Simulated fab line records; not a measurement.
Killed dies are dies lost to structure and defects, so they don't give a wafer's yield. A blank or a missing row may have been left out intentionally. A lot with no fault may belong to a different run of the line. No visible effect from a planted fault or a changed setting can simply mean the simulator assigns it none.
fab line records	flow n5_finfet
record: lots: 6	wafers: 18	last_day: 17
route steps=1938 shown BEOL_M4@1111 BEOL_M9@1443 BEOL_M15@1830 PASSIVATION@1936
lots that met no fault: from a run of the same line without faults
start_h: start of the lot's first displayed wafer, in hours after the record's first day	wait_h: hours elapsed since this lot's preceding step	" the same as in the row above	L1.1+2: a row that stands for several wafers	- no value, or no start given	* or withheld: withheld	< > ~ a bound
route shown NAME@n: NAME is a module with steps in the file, n the number in the route of the first one	usual: mean and standard deviation over wafers with no fault	same: alike in all rows	chamber/n: place in a boat	sites: each site's reading	_std_site: standard deviation across them	_edge_site: the outer-site mean with the inner-site mean subtracted	radius_mm: for every site, how far away it sits from the centre of the wafer	mask NAME#n: copy n	behind: the tool/chamber that last shaped the wafer	hold: the reason the lot was held/the length of the hold in hours/how it ended	device: names the non-switching transistor (n, p or np)	end of line: the route-end tests of the same wafers	a step given without rows: its recipe and nothing more	killed: not the wafer's yield, but the dies lost to structure and defects at the first sort	map: a wafer's dies, x killed, . not, _ none there
set.NAME: the setting as run; set.NAME@STEP: as run at that earlier step	model.NAME: the simulator's own value behind a step, which no gauge read
a sample of lots followed through the steps of the route, with each step as a table and each wafer as a row
services: the hour from which a tool's chamber was out of use, counted from the record's first day as start_h (under 0 if before that day), plus the number of hours and why
== steps ==
step: N5_BEOL_M4_RC_MEAS_101
usual: DIBL_N: 36.5/1.7	DIBL_P: 36.3/2.1	IOFF_N: 0.16/0.036	IOFF_P: 0.21/0.037	ION_N: 676/12	ION_P: 462/7.6	SS_N: 71.5/0.68	SS_P: 73.3/0.63	VT_N: 249/3.5	VT_P: -250/3.5
lot.wafer	tool	chamber	start_h	wait_h	DIBL_N[mV/V]	DIBL_P[mV/V]	IOFF_N[nA/um]	IOFF_P[nA/um]	ION_N[uA/um]	ION_P[uA/um]	SS_N[mV/dec]	SS_P[mV/dec]	VT_N[mV]	VT_P[mV]
L152.1	prober-02	0	189.85	0.0	38.8	38.2	0.23	0.28	697	472	71.3	74.5	248	-245
L152.2	"	0	"	"	37.0	35.9	0.18	0.24	688	469	71.5	73.4	247	-248
L152.3	"	0	"	"	37.7	37.0	0.20	0.26	693	472	71.6	74.2	247	-246
L158.1	prober-02	0	221.94	0.0	34.7	33.5	0.12	0.15	657	450	71.4	73.0	250	-257
L158.2	"	0	"	"	36.8	34.8	0.16	0.16	676	452	71.7	72.9	249	-256
L158.6	"	0	"	"	37.5	36.9	0.18	0.20	683	455	71.2	73.3	248	-254
L162.3	prober-02	0	254.86	0.3	36.1	35.1	0.16	0.25	675	479	70.8	73.5	247	-244
L162.4	"	0	"	"	38.9	38.4	0.22	0.31	694	476	72.2	73.6	245	-239
L162.5	"	0	"	"	36.0	34.6	0.15	0.23	673	475	71.7	72.5	247	-249
L164.1	prober-02	0	264.55	0.0	36.0	36.6	0.15	0.21	667	456	72.2	73.3	252	-250
L164.2	"	0	"	"	34.1	34.7	0.13	0.19	677	466	71.1	73.0	251	-250
L164.6	"	0	"	"	35.2	36.3	0.15	0.21	675	466	71.9	73.5	251	-250
L170.1	prober-01	0	293.40	0.0	35.0	34.1	0.12	0.17	665	457	71.3	72.2	252	-251
L170.3	"	0	"	"	35.4	34.3	0.12	0.17	669	455	71.1	72.6	252	-255
L170.6	"	0	"	"	38.7	38.4	0.18	0.23	678	464	72.1	74.3	247	-248
L172.1	prober-01	0	310.17	0.0	39.0	37.7	0.19	0.24	679	463	73.4	74.3	246	-247
L172.4	"	0	"	"	36.7	36.5	0.16	0.24	689	480	70.5	73.0	248	-246
L172.6	"	0	"	"	35.6	34.4	0.13	0.19	679	464	71.2	72.9	250	-252
step: N5_BEOL_M9_VIA_ETCH_34
recipe: chemistry: C4F6/O2	target: SiCOH_lowk	target_depth_a: 1824	mask_material: SOC	taper_deg: 4	time_s: 68.4	ion_energy_ev: 250	pressure_mtorr: 30	source_w: 345	bias_w: 185	Ar_flow_sccm: 300	C4F6_flow_sccm: 10	O2_flow_sccm: 10
usual: C4F6_flow_sccm: 10.003/0.029	chamber_pressure_mTorr: 30.004/0.028	drypump_motor_current_A: 5.8/0.38	oes_product_au: 0.80/0.072	rf_vpp_V: 665/14	showerhead_plenum_p_Torr: 2.87/0.081	throttle_valve_pct: 20.88/0.19
lot.wafer	tool	chamber	start_h	wait_h	C4F6_flow_sccm	chamber_pressure_mTorr	drypump_motor_current_A	oes_product_au	rf_hours_counter_h	rf_vpp_V	showerhead_plenum_p_Torr	throttle_valve_pct
L152.1	rie_diel-05	3	232.84	0.0	10.015	30.013	6.3	0.71	239	643	2.90	20.84
L152.2	"	0	"	"	9.991	30.051	5.9	0.89	25	676	2.90	20.79
L152.3	"	2	"	"	9.987	30.013	5.3	0.77	124	688	2.85	21.03
L158.1	rie_diel-05	2	267.64	0.0	10.060	30.045	5.3	0.76	133	687	2.84	21.07
L158.2	"	3	"	"	9.989	29.991	6.2	0.70	248	644	2.89	20.85
L158.6	"	3	"	"	10.028	29.985	6.2	0.70	-	643	2.89	20.85
L162.3	rie_diel-01	2	301.70	0.0	10.021	30.023	5.1	0.76	145	651	2.76	21.13
L162.4	"	0	"	"	10.020	29.999	6.0	0.71	221	667	2.91	20.85
L162.5	"	1	"	"	10.028	30.044	6.3	0.79	-	648	2.76	20.72
L164.1	rie_diel-05	1	308.53	0.0	9.981	30.021	6.1	0.75	151	659	2.76	21.15
L164.2	"	0	"	"	10.005	30.038	5.9	0.86	51	678	2.88	20.84
L164.6	"	3	"	"	10.066	29.980	6.2	1.00	-	644	2.89	20.44
L170.1	rie_diel-05	0	338.01	0.0	9.948	29.994	5.9	0.84	60	676	2.88	20.85
L170.3	"	2	"	"	10.003	30.031	5.3	0.75	157	686	2.83	21.07
L170.6	"	3	"	"	10.020	29.996	6.2	0.95	-	642	2.89	20.50
L172.1	rie_diel-05	0	353.62	0.0	10.010	30.041	5.9	0.83	66	677	2.88	20.85
L172.4	"	2	"	"	10.033	30.010	5.3	0.74	162	688	2.83	21.10
L172.6	"	3	"	"	9.982	30.018	6.2	0.94	-	645	2.89	20.48
step: N5_BEOL_M9_TRENCH_ETCH_37
recipe: chemistry: C4F6/O2	target_depth_a: 1514.3	target: SiCOH_lowk	time_s: 49	ion_energy_ev: 250	pressure_mtorr: 30	source_w: 345	bias_w: 185	Ar_flow_sccm: 300	C4F6_flow_sccm: 10	O2_flow_sccm: 10
usual: C4F6_flow_sccm: 9.999/0.029	chamber_pressure_mTorr: 30.002/0.027	drypump_motor_current_A: 5.8/0.38	oes_product_au: 0.80/0.071	rf_vpp_V: 665/14	showerhead_plenum_p_Torr: 2.87/0.081	throttle_valve_pct: 20.90/0.19
lot.wafer	tool	chamber	start_h	wait_h	C4F6_flow_sccm	chamber_pressure_mTorr	drypump_motor_current_A	oes_product_au	rf_hours_counter_h	rf_vpp_V	showerhead_plenum_p_Torr	throttle_valve_pct
L152.1	rie_diel-05	3	-	-	10.002	29.972	6.3	0.71	239	643	2.90	20.86
L152.2	"	0	"	"	10.010	30.008	5.9	0.89	25	678	2.90	20.83
L152.3	"	2	"	"	10.040	30.042	5.3	0.78	124	688	2.85	21.06
L158.1	rie_diel-05	2	-	-	10.021	29.999	5.3	0.77	133	689	2.84	21.08
L158.2	"	3	"	"	10.001	29.949	6.2	0.69	248	643	2.89	20.88
L158.6	"	3	"	"	10.001	30.009	6.2	0.70	-	643	2.89	20.87
L162.3	rie_diel-01	2	-	-	9.974	29.974	5.2	0.77	145	651	2.76	21.17
L162.4	"	0	"	"	9.983	29.993	6.1	0.71	221	664	2.91	20.86
L162.5	"	1	"	"	10.020	29.987	6.3	0.79	-	648	2.76	20.76
L164.1	rie_diel-05	1	-	-	10.006	29.978	6.1	0.75	151	659	2.76	21.16
L164.2	"	0	"	"	9.994	29.947	5.9	0.84	51	676	2.88	20.88
L164.6	"	3	"	"	10.041	29.977	6.2	0.98	-	644	2.89	20.47
L170.1	rie_diel-05	0	-	-	10.009	30.038	5.9	0.84	60	675	2.88	20.88
L170.3	"	2	"	"	9.988	30.003	5.3	0.75	157	687	2.83	21.12
L170.6	"	3	"	"	9.981	29.970	6.2	0.95	-	645	2.89	20.49
L172.1	rie_diel-05	0	-	-	10.034	30.036	5.9	0.82	66	677	2.88	20.88
L172.4	"	2	"	"	9.990	30.032	5.3	0.74	162	687	2.83	21.11
L172.6	"	3	"	"	10.015	29.939	6.2	0.93	-	644	2.88	20.52
step: N5_BEOL_M9_ALD_74
recipe: material: TaN	target_thk_a: 20	temp_c: 275	ald_precursor_family: PDMAT	ald_co_reactant: NH3	pressure_torr: 3	carrier_flow_sccm: 1500	pulse_time_s: 2	purge_time_s: 3	co_reactant_purge_time_s: 2	co_reactant_pulse_time_s: 3	ald_cycles: 40	precursor_vessel_temp_c: 75	precursor_vessel_pressure_torr: 26.25	precursor_vessel_carrier_sccm: 1000
usual: ald_cycles: 40/0	heater_power_outer_w: 229/25	heater_power_w: 421/41	mfc_carrier_sccm: 1500/4.8	susceptor_temp_C: 275.00/0.2
same: pulse_time_s: 2
lot.wafer	tool	chamber	start_h	wait_h	ald_cycles	heater_power_outer_w	heater_power_w	mfc_carrier_sccm	susceptor_temp_C
L152.1	ald_metal-01	3	235.93	0.0	40	197	379	1495	274.96
L152.2	"	0	"	"	40	272	446	1501	275.09
L152.3	"	1	"	"	40	228	420	1490	275.20
L158.1	ald_metal-01	0	268.54	0.0	40	275	441	1503	275.33
L158.2	"	2	"	"	40	222	432	1503	275.16
L158.6	"	1	"	"	40	230	430	1501	274.83
L162.3	ald_metal-01	0	303.19	0.2	40	271	441	1501	275.04
L162.4	"	2	"	"	18	229	428	1503	-
L162.5	"	2	"	"	40	228	434	1505	275.16
L164.1	ald_metal-01	0	309.74	0.0	40	272	443	1498	275.25
L164.2	"	2	"	"	18	228	427	1501	-
L164.6	"	0	"	"	18	280	444	1500	-
L170.1	ald_metal-04	2	339.13	0.1	40	198	397	1504	275.00
L170.3	"	0	"	"	40	254	476	1507	275.01
L170.6	"	0	"	"	40	245	477	1503	275.25
L172.1	ald_metal-04	0	354.69	0.0	40	243	488	1500	275.65
L172.4	"	2	"	"	40	198	391	1503	275.32
L172.6	"	0	"	"	40	246	480	1492	275.33
step: N5_BEOL_M9_CMP_52
recipe: stop_on: SiCOH_lowk	t_overpolish_s: 7	down_force_psi: 1	platen_rpm: 50	clearing_platen_down_force_psi: 1.5	clearing_platen_rpm: 50	post_cmp_clean: cu_alkaline	target_thk_nm: 140	clearing_platen_pad_velocity_m_s: 0.99484	pad_velocity_m_s: 0.99484
usual: edge_zone_pressure_frac: 1.000/0.0046	motor_current_A: 6.0/0.64	pad_life_wafers: 920/520
lot.wafer	tool	chamber	start_h	wait_h	edge_zone_pressure_frac	motor_current_A	pad_life_wafers
L152.3	cmp-01	2	236.99	0.2	0.998	5.9	1333
L152.1	"	3	"	"	1.003	5.7	1334
L152.2	"	0	"	"	0.998	5.6	1335
L158.2	cmp-01	0	271.05	0.2	1.001	5.5	1548
L158.1	"	1	"	"	0.997	5.5	1549
L158.6	"	1	"	"	1.003	5.9	-
L162.3	cmp-04	3	305.11	0.4	0.995	5.0	624
L162.4	"	2	"	"	0.996	5.8	627
L162.5	"	0	"	"	0.991	5.6	-
L164.2	cmp-01	1	312.86	0.3	0.997	5.5	1892
L164.1	"	2	"	"	0.993	6.6	1893
L164.6	"	3	"	"	0.989	5.8	-
L170.1	cmp-03	2	340.77	0.3	0.994	6.8	956
L170.3	"	3	"	"	1.000	6.8	957
L170.6	"	0	"	"	1.009	6.0	-
L172.1	cmp-04	2	356.43	0.3	1.011	6.1	1038
L172.4	"	3	"	"	1.002	4.4	1039
L172.6	"	3	"	"	0.995	4.8	-
step: N5_BEOL_M15_RC_MEAS_101
usual: COMB_M10: 1.45e-11/2.9e-12	COMB_M11: 1.48e-11/3e-12	COMB_M11_max_site: 2.1e-11/4.5e-12	COMB_M12: 6.5e-12/1.3e-12	COMB_M13: 4.9e-12/9.5e-13	COMB_M14: 3.9e-12/8e-13	COMB_M15: 2.8e-12/6.1e-13	COMB_M5: 3.7e-11/7.1e-12	COMB_M6: 2.6e-11/5e-12	COMB_M7: 2.7e-11/5.7e-12	COMB_M8: 2.5e-11/5e-12	COMB_M9: 1.5e-11/3.1e-12	COMB_M9_max_site: 2.1e-11/5.3e-12	SERP_M10: 3.10/0.077	SERP_M11: 3.05/0.08	SERP_M12: 0.636/0.017	SERP_M13: 0.307/0.0053	SERP_M14: 0.160/0.0045	SERP_M5: 38.6/1.9	SERP_M6: 14.0/0.57	SERP_M7: 13.6/0.63	SERP_M8: 13.7/0.53	SERP_M9: 3.05/0.1
lot.wafer	tool	chamber	start_h	wait_h	COMB_M10[S/m]	COMB_M11[S/m]	COMB_M11_max_site[S/m]	COMB_M12[S/m]	COMB_M13[S/m]	COMB_M14[S/m]	COMB_M15[S/m]	COMB_M5[S/m]	COMB_M6[S/m]	COMB_M7[S/m]	COMB_M8[S/m]	COMB_M9[S/m]	COMB_M9_max_site[S/m]	SERP_M10[ohm/um]	SERP_M11[ohm/um]	SERP_M12[ohm/um]	SERP_M13[ohm/um]	SERP_M14[ohm/um]	SERP_M5[ohm/um]	SERP_M6[ohm/um]	SERP_M7[ohm/um]	SERP_M8[ohm/um]	SERP_M9[ohm/um]
L152.1	prober-01	0	283.47	0.0	2.24e-11	1.53e-11	2.4e-11	6.5e-12	5.1e-12	3.6e-12	3.3e-12	4.5e-11	2.2e-11	3e-11	2e-11	1e-11	1.2e-11	3.11	3.05	0.619	0.305	0.172	38.2	14.5	14.6	13.3	2.93
L152.2	"	0	"	"	1.37e-11	1.61e-11	2.1e-11	4.4e-12	3.9e-12	3.1e-12	3.5e-12	5.1e-11	1.7e-11	2.3e-11	3.3e-11	1.5e-11	2.2e-11	3.03	3.09	0.642	0.307	0.157	39.2	13.6	13.3	12.3	3.18
L152.3	"	0	"	"	1.27e-11	1.85e-11	2.2e-11	8.1e-12	4.2e-12	4.5e-12	3.7e-12	3.7e-11	2.8e-11	1.6e-11	2.5e-11	1.3e-11	1.8e-11	3.12	3.00	0.625	0.298	0.154	38.9	14.3	14.6	13.5	3.07
L158.1	prober-01	0	311.92	0.0	1.36e-11	1.73e-11	2.3e-11	6.6e-12	4.2e-12	3.1e-12	2.5e-12	2.9e-11	1.9e-11	3.9e-11	1.4e-11	1e-11	1.5e-11	3.08	3.02	0.637	0.302	0.158	36.3	14.8	14.0	13.6	2.96
L158.2	"	0	"	"	1.72e-11	1.52e-11	1.9e-11	8.2e-12	4.6e-12	3.8e-12	2.3e-12	3e-11	3.2e-11	2.9e-11	2.2e-11	1.5e-11	2.7e-11	3.04	3.04	0.651	0.302	0.163	39.6	13.9	13.6	13.6	3.05
L158.6	"	0	"	"	1.49e-11	1.74e-11	2.8e-11	8e-12	5.1e-12	3.5e-12	3.2e-12	3.7e-11	2.8e-11	2.7e-11	2.6e-11	1.2e-11	1.6e-11	2.99	2.94	0.644	0.314	0.164	39.9	14.9	14.0	14.4	3.13
L162.3	prober-01	0	347.49	0.6	1.5e-11	1.79e-11	2.4e-11	7e-12	6.3e-12	5.1e-12	3.2e-12	3.7e-11	2.3e-11	2.7e-11	2.3e-11	1.7e-11	2.2e-11	3.12	3.10	0.616	0.306	0.158	40.0	14.9	13.2	13.0	3.16
L162.4	"	0	"	"	1.33e-11	1.15e-11	1.4e-11	4.3e-12	5.5e-12	4.6e-12	3.1e-12	3.4e-11	2e-11	2.9e-11	2.9e-11	1.3e-10	1.77e-10	3.05	3.25	0.624	0.305	0.154	42.9	13.9	13.7	13.7	3.01
L162.5	"	0	"	"	1.34e-11	1.24e-11	2.1e-11	4.3e-12	4.1e-12	5.1e-12	3.2e-12	5.3e-11	2.2e-11	3e-11	1.6e-11	1.5e-11	1.7e-11	3.07	3.07	0.617	0.309	0.159	40.2	14.2	13.9	13.3	3.16
L164.1	prober-02	0	359.58	0.0	1.35e-11	1.55e-11	2.2e-11	4.7e-12	5.3e-12	4e-12	3.1e-12	3.1e-11	3e-11	2.5e-11	3.2e-11	1.4e-11	1.9e-11	3.15	2.97	0.652	0.305	0.157	37.8	12.9	14.1	13.7	3.19
L164.2	"	0	"	"	1.56e-11	1.62e-11	3.5e-11	6.5e-12	4.2e-12	5.1e-12	2.3e-12	3e-11	2.2e-11	2.5e-11	2.6e-11	2.19e-10	2.84e-10	3.10	3.03	0.621	0.307	0.160	37.0	13.5	14.5	13.3	3.00
L164.6	"	0	"	"	1.33e-11	1.27e-11	2.4e-11	5.6e-12	5.4e-12	3.7e-12	2.4e-12	4.6e-11	2.9e-11	2.2e-11	2.5e-11	1.65e-10	2.85e-10	3.18	3.03	0.628	0.302	0.155	37.4	13.3	13.8	14.8	2.82
L170.1	prober-01	0	381.78	0.0	2.02e-11	1.42e-11	2.3e-11	6.8e-12	5.6e-12	4.3e-12	4.2e-12	4.8e-11	2.1e-11	3.3e-11	3.1e-11	1.5e-11	1.9e-11	3.17	3.17	0.657	0.302	0.151	40.0	14.2	14.3	13.8	3.14
L170.3	"	0	"	"	1.39e-11	2.09e-11	2.9e-11	9.8e-12	4.2e-12	5.9e-12	3.2e-12	4.2e-11	2.5e-11	3.1e-11	2.3e-11	1.7e-11	1.8e-11	3.05	3.02	0.630	0.309	0.158	39.2	13.9	13.6	14.1	2.96
L170.6	"	0	"	"	1.44e-11	1.45e-11	1.8e-11	7.2e-12	6.4e-12	5.4e-12	3.5e-12	3.5e-11	2.6e-11	2.5e-11	2.7e-11	1.3e-11	2.2e-11	3.05	3.07	0.631	0.308	0.155	39.7	14.7	13.6	14.8	2.96
L172.1	prober-01	0	397.21	0.0	1.95e-11	1.02e-11	1.2e-11	4.7e-12	4.7e-12	4.9e-12	3.5e-12	3.6e-11	3.3e-11	3e-11	3e-11	1.9e-11	2.4e-11	3.20	3.02	0.638	0.305	0.161	36.6	14.0	13.4	13.2	3.15
L172.4	"	0	"	"	1.74e-11	1.01e-11	1.4e-11	9.9e-12	6e-12	4.6e-12	2.7e-12	4e-11	2.6e-11	3.2e-11	2.7e-11	1.9e-11	2.2e-11	3.12	3.06	0.633	0.301	0.160	37.1	14.0	12.6	12.7	3.10
L172.6	"	0	"	"	1.24e-11	1.48e-11	2.4e-11	6.5e-12	6.8e-12	3.3e-12	3.7e-12	3.8e-11	2.5e-11	3e-11	2.7e-11	1.5e-11	1.9e-11	3.13	3.14	0.649	0.302	0.163	36.4	13.8	12.7	14.0	3.05
sites COMB_M9 radius_mm=0,75,75,75,75,140,140,140,140
L152.1 1e-11 1.1e-11 8e-12 1.2e-11 8e-12 1e-11 1.2e-11 9e-12 1e-11
L158.1 1e-11 1e-11 1e-11 1.5e-11 1e-11 1.2e-11 1e-11 1.5e-11 1.1e-11
L162.3 1.7e-11 1.2e-11 1.5e-11 1.8e-11 1.3e-11 1.8e-11 2.2e-11 1.3e-11 2.2e-11
L164.1 1.2e-11 1.1e-11 1.4e-11 1.9e-11 1.1e-11 1.5e-11 1.2e-11 1.8e-11 1.6e-11
L170.1 1.5e-11 1.2e-11 1.9e-11 1.5e-11 1.4e-11 1.2e-11 1.5e-11 1.8e-11 1.2e-11
L172.1 1.5e-11 1.4e-11 2.2e-11 2.4e-11 2e-11 1.9e-11 1.5e-11 2.4e-11 1.1e-11
step: N5_PASSIVATION_PROBE_49
usual: defect_limited_yield: 91.4/1.5	killed_at_M0_to_M3: 34/12	killed_at_M4_up: 12/4.9	killed_at_contacts: 13/7.2	killed_at_front_end: 39/12	killed_at_other: 3.7/2.9	killed_dies: 101/18	killed_open: 67/14	killed_short: 33/7.2	sort_bin_4_leakage: 0.00/0.022	sort_bin_5_function: 5.1/0.97	sort_bin_6_memory: 3.2/0.67	sort_n_pass: 1079/17	sort_yield_pct: 91.4/1.5
same: gross_dies: 1180	killed_at_back_side: 0	sort_bin_8_speed[%]: 0
lot.wafer	tool	chamber	start_h	wait_h	defect_limited_yield[%]	killed_at_M0_to_M3	killed_at_M4_up	killed_at_contacts	killed_at_front_end	killed_at_other	killed_dies	killed_open	killed_short	sort_bin_4_leakage[%]	sort_bin_5_function[%]	sort_bin_6_memory[%]	sort_n_pass	sort_yield_pct[%]
L158.1	prober-01	-	326.58	0.0	88.6	77	8	17	29	4	135	93	42	0	6.4	4.8	1045	88.6
L158.2	prober-01	-	326.63	0.1	86.6	70	20	21	44	3	158	117	41	0	7.5	5.6	1022	86.6
L158.6	prober-01	-	326.83	0.3	90.3	65	13	13	22	2	115	78	37	0	5.3	3.9	1065	90.3
L162.3	prober-01	-	364.39	0.1	89.7	25	20	9	63	4	121	77	43	0	7.1	3.1	1059	89.7
L162.4	prober-01	-	364.44	0.2	91.8	32	30	3	30	2	97	60	25	0.76	5.1	2.2	1083	91.8
L162.5	prober-01	-	364.49	0.2	91.3	44	11	2	37	9	103	65	38	0	5.1	3.0	1077	91.3
L164.1	prober-01	-	373.71	0.0	91.2	30	16	16	40	2	104	70	34	0	6.1	2.5	1076	91.2
L164.2	prober-01	-	373.76	0.1	90.0	38	29	6	39	6	118	60	48	0.85	5.3	3.4	1062	90.0
L164.6	prober-01	-	373.96	0.3	91.1	30	15	7	51	2	105	58	37	0.85	4.5	3.3	1075	91.1
L170.1	prober-01	-	398.14	0.1	89.1	33	14	21	61	0	129	83	45	0	7.0	3.6	1051	89.1
L170.3	prober-01	-	398.24	0.2	89.2	44	7	9	67	1	128	84	43	0	5.9	4.3	1052	89.2
L170.6	prober-01	-	398.39	0.4	87.9	31	23	25	63	1	143	102	40	0	6.9	4.7	1037	87.9
L172.1	prober-02	-	412.43	0.0	88.6	42	10	26	50	7	135	94	38	0	6.3	5.1	1045	88.6
L172.4	prober-02	-	412.58	0.2	89.9	44	3	25	44	3	119	71	48	0	6.6	3.1	1061	89.9
L172.6	prober-02	-	412.68	0.3	92.1	35	6	25	23	4	93	65	28	0	5.3	2.5	1087	92.1
killed by level:class
L158.1 BEOL_M0_SAQP:geometric_particle:short=19 BEOL_M0_SAQP:geometric_particle:open=16 MOL_CONTACT_COAG:geometric_particle:open=15 BEOL_M3:geometric_particle:open=14 BEOL_M2:geometric_particle:open=10 STI_FIN_REVEAL:geometric_particle:open=6 BEOL_M1:geometric_particle:open=6 BEOL_M0:geometric_particle:open=5
L158.2 BEOL_M3:geometric_particle:open=22 MOL_CONTACT_COAG:geometric_particle:open=17 FIN_SAQP:geometric_particle:open=16 BEOL_M0_SAQP:geometric_particle:open=15 BEOL_M4:geometric_particle:open=12 BEOL_M0_SAQP:geometric_particle:short=10 STI_FIN_REVEAL:geometric_particle:open=10 BEOL_M1:geometric_particle:open=6
L158.6 BEOL_M0_SAQP:geometric_particle:open=14 MOL_CONTACT_COAG:geometric_particle:open=13 BEOL_M0_SAQP:geometric_particle:short=11 BEOL_M0:geometric_particle:open=10 BEOL_M3:geometric_particle:open=9 BEOL_M4:geometric_particle:open=7 STI_FIN_REVEAL:geometric_particle:open=6 BEOL_M3:geometric_particle:short=6
L162.3 FIN_SAQP:geometric_particle:open=12 FIN_SAQP:geometric_particle:short=10 STI_FIN_REVEAL:geometric_particle:open=9 BEOL_M4:geometric_particle:open=8 BEOL_M2:geometric_particle:open=8 MOL_CONTACT_COAG:geometric_particle:open=7 BEOL_M5:geometric_particle:open=7 GATE_CUT:geometric_particle:open=6
L162.4 BEOL_M2:geometric_particle:open=10 M9:area_ald=9 BEOL_M3:geometric_particle:open=8 BEOL_M5:geometric_particle:open=7 BEOL_M4:geometric_particle:open=6 FIN_SAQP:geometric_particle:short=4 FIN_SAQP:geometric_particle:open=4 STI_FIN_REVEAL:geometric_particle:open=4
L162.5 BEOL_M3:geometric_particle:open=13 STI_FIN_REVEAL:geometric_particle:open=11 BEOL_M0_SAQP:geometric_particle:short=10 BEOL_M0_SAQP:geometric_particle:open=7 FIN_SAQP:geometric_particle:short=5 STI_FIN_REVEAL:geometric_particle:short=5 BEOL_M2:geometric_particle:open=5 PASS1_CAP:geometric_particle:open=5
L164.1 BEOL_M4:geometric_particle:open=13 FIN_SAQP:geometric_particle:open=12 MOL_CONTACT_COAG:geometric_particle:open=10 BEOL_M2:geometric_particle:open=10 BEOL_M0_SAQP:geometric_particle:short=7 GATE_CUT:geometric_particle:short=6 MOL_CONTACT_COAG:geometric_particle:short=6 FIN_SAQP:geometric_particle:short=5
L164.2 FIN_SAQP:geometric_particle:open=10 BEOL_M4:geometric_particle:open=10 M9:area_ald=10 BEOL_M0_SAQP:geometric_particle:short=9 BEOL_M2:geometric_particle:open=9 FIN_SAQP:geometric_particle:short=7 STI_FIN_REVEAL:geometric_particle:open=7 GATE_CUT:geometric_particle:short=5
L164.6 STI_FIN_REVEAL:geometric_particle:open=10 M9:area_ald=10 FIN_SAQP:geometric_particle:short=9 FIN_SAQP:geometric_particle:open=9 BEOL_M2:geometric_particle:open=8 GATE_CUT:geometric_particle:short=7 MOL_CONTACT_COAG:geometric_particle:open=7 BEOL_M3:geometric_particle:short=6
L170.1 FIN_SAQP:geometric_particle:short=15 MOL_CONTACT_COAG:geometric_particle:open=14 STI_FIN_REVEAL:geometric_particle:open=13 FIN_SAQP:geometric_particle:open=10 BEOL_M1:geometric_particle:open=8 MOL_CONTACT_COAG:geometric_particle:short=7 BEOL_M3:geometric_particle:open=7 BEOL_M4:geometric_particle:open=7
L170.3 FIN_SAQP:geometric_particle:short=17 FIN_SAQP:geometric_particle:open=17 BEOL_M1:geometric_particle:open=16 BEOL_M0_SAQP:geometric_particle:open=9 MOL_CONTACT_COAG:geometric_particle:open=8 BEOL_M2:geometric_particle:open=6 DUMMY_GATE:geometric_particle:open=5 GATE_CUT:geometric_particle:short=5
L170.6 MOL_CONTACT_COAG:geometric_particle:open=23 FIN_SAQP:geometric_particle:short=16 STI_FIN_REVEAL:geometric_particle:open=16 FIN_SAQP:geometric_particle:open=12 BEOL_M2:geometric_particle:open=8 BEOL_M4:geometric_particle:open=8 STARTING-WAFER:geometric_particle:open=6 BEOL_M0_SAQP:geometric_particle:open=5
L172.1 MOL_CONTACT_COAG:geometric_particle:open=21 STI_FIN_REVEAL:geometric_particle:open=18 BEOL_M3:geometric_particle:open=17 FIN_SAQP:geometric_particle:short=11 FIN_SAQP:geometric_particle:open=8 BEOL_M0_SAQP:geometric_particle:open=8 BEOL_M0_SAQP:geometric_particle:short=7 MOL_CONTACT_COAG:geometric_particle:short=5
L172.4 MOL_CONTACT_COAG:geometric_particle:open=19 FIN_SAQP:geometric_particle:short=13 BEOL_M0_SAQP:geometric_particle:open=13 BEOL_M0_SAQP:geometric_particle:short=12 STI_FIN_REVEAL:geometric_particle:open=8 BEOL_M1:geometric_particle:open=7 MOL_CONTACT_COAG:geometric_particle:short=6 STARTING-WAFER:geometric_particle:short=6
L172.6 MOL_CONTACT_COAG:geometric_particle:open=22 BEOL_M1:geometric_particle:open=11 BEOL_M0_SAQP:geometric_particle:open=10 BEOL_M1:geometric_particle:short=5 BEOL_M0_SAQP:geometric_particle:short=4 STARTING-WAFER:geometric_particle:short=4 FIN_SAQP:geometric_particle:short=3 DUMMY_GATE:geometric_particle:open=3
== services ==
tool	chamber	start_h	hours	kind
ald_metal-01	2	210.73	4.0	repair
rie_diel-05	-	216.89	0.8	repair
cmp-03	-	217.92	4.0	pm
cmp-03	-	221.92	-	consumable_replace:conditioner
cmp-04	-	225.62	4.0	pm
cmp-04	-	229.62	-	consumable_replace:conditioner
cmp-04	-	229.62	-	consumable_replace:pad
ald_metal-01	2	242.19	2.9	repair
ald_metal-04	-	242.66	2.8	pm
cmp-03	-	245.88	0.4	repair
cmp-04	-	264.91	0.9	repair
cmp-01	-	265.48	1.2	repair
rie_diel-05	3	276.30	-	clean
rie_diel-05	3	276.30	-	consumable_replace:focus_ring
rie_diel-05	3	276.30	31.9	scheduled_down
rie_diel-05	3	276.30	31.9	vent_cycle
cmp-04	-	316.35	4.8	pm
cmp-01	-	327.64	3.1	repair
rie_diel-01	2	332.04	7.0	repair
cmp-04	-	337.47	0.8	repair
cmp-01	-	350.40	4.0	pm
cmp-01	-	354.40	-	consumable_replace:conditioner
cmp-01	-	354.40	-	consumable_replace:pad
ald_metal-01	3	355.82	3.0	repair
== key ==
first_sign: step: N5_BEOL_M9_ALD_74	reading: ald_cycles	direction: down	sigmas: 99+	usual: *	struck: *
effect: step: N5_BEOL_M15_RC_MEAS_101	reading: COMB_M9	direction: up	sigmas: 50	usual: 1.5e-11	struck: 1.71e-10
effect: step: N5_PASSIVATION_PROBE_49	reading: sort_bin_4_leakage	direction: up	sigmas: 9.6	usual: 0.00	struck: 0.82
met_at N5_BEOL_M9_ALD_74
struck_lots L162,L164
struck_wafers L162.4,L164.2,L164.6
not_acting_at N5_BEOL_M9_VIA_ETCH_34,N5_BEOL_M9_TRENCH_ETCH_37,N5_BEOL_M9_CMP_52
onset_between 268.54 303.19
fault: kind: process_parameter_drift	tool: ald_metal-01	chamber: -	onset_h: 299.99	steps: N5_BEOL_M9_ALD_74	channel: ald_cycles	offset: *	shape: step	end_h: 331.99	scope: struck_wafers_only	acts_in: *	stated: *
